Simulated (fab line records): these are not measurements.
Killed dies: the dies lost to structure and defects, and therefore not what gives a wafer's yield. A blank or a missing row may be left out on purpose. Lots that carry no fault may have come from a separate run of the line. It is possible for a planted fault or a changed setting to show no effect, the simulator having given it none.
Matching of chambers | flow n5-finfet | N5_BEOL_M5_VIA_ETCH_34 on rie-diel-05 has 4 sister chambers
The step etches SiCOH lowk in C4F6/O2, target depth 88.3 nm, time 39.2 s. 4 wafers are shown with their chamber, then 10 later ones without.

## WAFERS WITH THEIR CHAMBER
wafer  | chamber | rf-vpp-V (V)
L088.5 | 0       | 664
L088.6 | 3       | 642
L089.1 | 1       | 683
L089.2 | 2       | 670

## WAFERS WITHOUT THEIR CHAMBER
wafer  | rf-vpp-V (V)
L089.6 | 669
L091.1 | 643
L091.4 | 682
L091.5 | 666
L095.3 | 664
L095.5 | 669
L095.6 | 641
L096.3 | 681
L096.4 | 669
L096.5 | 668

## EACH ONE'S CHAMBER
wafer  | from the rows above     | in truth
L089.6 | 2                       | 2
L091.1 | 3                       | 3
L091.4 | 1                       | 1
L091.5 | can't be placed: 0 or 2 | 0
L095.3 | 0                       | 0
L095.5 | 2                       | 2
L095.6 | 3                       | 3
L096.3 | 1                       | 1
L096.4 | 2                       | 2
L096.5 | can't be placed: 2 or 0 | 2
Correctly placed: 8 of 10. From these rows, 2 cannot be placed; in 2 the true chamber is one of the candidates. Placed wrongly: 0.
How it was worked out, from the rows above alone: a wafer's distance from a chamber is the root of the sum, over the readings, of the square of ((its reading less the chamber's mean) divided by the reading's scatter). The wafer belongs to the nearest chamber; if the next one is less than 2 further off, it can't be placed. The mean given for a chamber averages the wafers shown for that chamber. The scatter (one wafer shown for each chamber): square how far every hidden wafer sits from the nearest shown wafer, average those squares and take the square root.
